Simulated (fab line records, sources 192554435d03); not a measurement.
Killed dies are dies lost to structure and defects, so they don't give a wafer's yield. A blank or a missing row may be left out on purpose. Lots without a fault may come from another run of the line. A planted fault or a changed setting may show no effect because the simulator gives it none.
Split-lot experiment | flow n5_finfet | 7 lots, 39 wafers read, on a route of 1938 steps

THE SPLIT
At N5_MOL_CONTACT_COAG_ETCH_91 (etches SOC in N2/H2, target depth 60 nm, overetch 21 nm, time 101.2 s), the setting time_s was moved away from the recipe's 101.2 s on 15 of the 39 wafers read, by -18.5% to +22.0%. The other wafers ran this setting at the recipe's value.

The reading is taken at the split's own step.

THE READING
SiARC_of_MOL_CONTACT_COAG_COAT_76.thk_nm (the simulator's own value, which no gauge read), in nm, at N5_MOL_CONTACT_COAG_ETCH_91 (etches SOC in N2/H2, target depth 60 nm, overetch 21 nm, time 101.2 s). The file gives no usual value for it. The 24 wafers here that ran the recipe average 5.9 nm, standard deviation 0.15 nm.

wafer  | tool, chamber at the split | time_s as run, s | against the recipe | SiARC_of_MOL_CONTACT_COAG_COAT_76.thk_nm, nm | against lot-mates on the recipe
L074.2 | rie_diel-04, 1             | 101.2            | recipe             | 6                                            | -
L074.5 | rie_diel-04, 1             | 101.2            | recipe             | 6                                            | -
L074.6 | rie_diel-04, 0             | 101.2            | recipe             | 5.8                                          | -
L077.1 | rie_diel-04, 0,3           | 111              | +9.7%              | 5.4                                          | -0.5
L077.3 | rie_diel-04, 0,3           | 111              | +9.7%              | 5.4                                          | -0.5
L077.2 | rie_diel-04, 1,2           | 101.2            | recipe             | 6                                            | -
L077.4 | rie_diel-04, 1,2           | 101.2            | recipe             | 6                                            | -
L077.5 | rie_diel-04, 1             | 111              | +9.7%              | 5.6                                          | -0.3
L077.6 | rie_diel-04, 0             | 101.2            | recipe             | 5.8                                          | -
L083.1 | rie_diel-05, 1             | 101.2            | recipe             | 6                                            | -
L083.2 | rie_diel-05, 2,3,2,3       | 101.2            | recipe             | 5.8                                          | -
L083.4 | rie_diel-05, 2,3,2,3       | 101.2            | recipe             | 5.8                                          | -
L083.5 | rie_diel-05, 2,3,2,3       | 101.2            | recipe             | 5.8                                          | -
L083.6 | rie_diel-05, 2,3,2,3       | 101.2            | recipe             | 5.8                                          | -
L083.3 | rie_diel-05, 0             | 101.2            | recipe             | 5.6                                          | -
L085.1 | rie_diel-05, 1             | 101.2            | recipe             | 6                                            | -
L085.2 | rie_diel-05, 2,0           | 101.2            | recipe             | 5.8                                          | -
L085.6 | rie_diel-05, 2,0           | 101.2            | recipe             | 5.8                                          | -
L085.3 | rie_diel-05, 3             | 123.5            | +22.0%             | 5                                            | -0.9
L085.4 | rie_diel-05, 0             | 123.5            | +22.0%             | 4.8                                          | -1.1
L085.5 | rie_diel-05, 1             | 123.5            | +22.0%             | 5.2                                          | -0.7
L087.1 | rie_diel-01, 3             | 90.63            | -10.4%             | 6.4                                          | +0.4
L087.6 | rie_diel-01, 3             | 90.63            | -10.4%             | 6.4                                          | +0.4
L087.2 | rie_diel-01, 0             | 101.2            | recipe             | 5.8                                          | -
L087.3 | rie_diel-01, 1             | 101.2            | recipe             | 6                                            | -
L087.4 | rie_diel-01, 2             | 90.63            | -10.4%             | 6.6                                          | +0.6
L087.5 | rie_diel-01, 2             | 101.2            | recipe             | 6.2                                          | -
L090.1 | rie_diel-04, 2             | 101.2            | recipe             | 6                                            | -
L090.2 | rie_diel-04, 3,1,1         | 82.5             | -18.5%             | 6.6                                          | +0.7
L090.3 | rie_diel-04, 3,1,1         | 82.5             | -18.5%             | 6.6                                          | +0.7
L090.5 | rie_diel-04, 3,1,1         | 82.5             | -18.5%             | 6.6                                          | +0.7
L090.4 | rie_diel-04, 2,3           | 101.2            | recipe             | 5.8                                          | -
L090.6 | rie_diel-04, 2,3           | 101.2            | recipe             | 5.8                                          | -
L094.1 | rie_diel-01, 1             | 112.5            | +11.2%             | 5.6                                          | -0.1
L094.5 | rie_diel-01, 1             | 112.5            | +11.2%             | 5.6                                          | -0.1
L094.2 | rie_diel-01, 0             | 112.5            | +11.2%             | 5.2                                          | -0.5
L094.3 | rie_diel-01, 3,0           | 101.2            | recipe             | 5.6                                          | -
L094.6 | rie_diel-01, 3,0           | 101.2            | recipe             | 5.6                                          | -
L094.4 | rie_diel-01, 3             | 101.2            | recipe             | 5.8                                          | -
Where a row lists several chambers, the file gives one row for several wafers and doesn't say which wafer went through which chamber.

THE FIT
A straight line over all 39 wafers: SiARC_of_MOL_CONTACT_COAG_COAT_76.thk_nm changes by -0.0411 nm for each +1% of time_s; r = -0.93; the points scatter about the line by 0.15 nm.
The same after taking each lot's own level away (the mean of its wafers on the recipe; 39 wafers): -0.0385 nm for each +1%; r = -0.94; scatter 0.14 nm.
On that fit, the largest move of time_s shifts the reading by 0.85 nm.
The lots' own levels span 5.67 to 6.00 nm, that is 2.3 times the standard deviation above.
So the lot-to-lot level changes the slope little: the two slopes agree.
Check: with one of the wafers moved furthest among these (+22.0%) left out of the fit, the line predicts -0.827 nm for it against its lot-mates. It came out at -0.867 nm against them.

OTHER SPLITS ON THESE WAFERS
These wafers also went through other splits before the reading. Each is held against what the fit with the lots' levels taken away leaves over:
other split on the same wafers | wafers away from the commonest value | r with SiARC_of_MOL_CONTACT_COAG_COAT_76.thk_nm (lot level and that fit taken away)
N5_WELL_APT_EXPOSE_22 dose_mj  | 18                                   | +0.14

THE FILE'S OWN FIT
SiARC_of_MOL_CONTACT_COAG_COAT_76.thk_nm changes by -0.0383 nm for each +1% of time_s, r = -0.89.
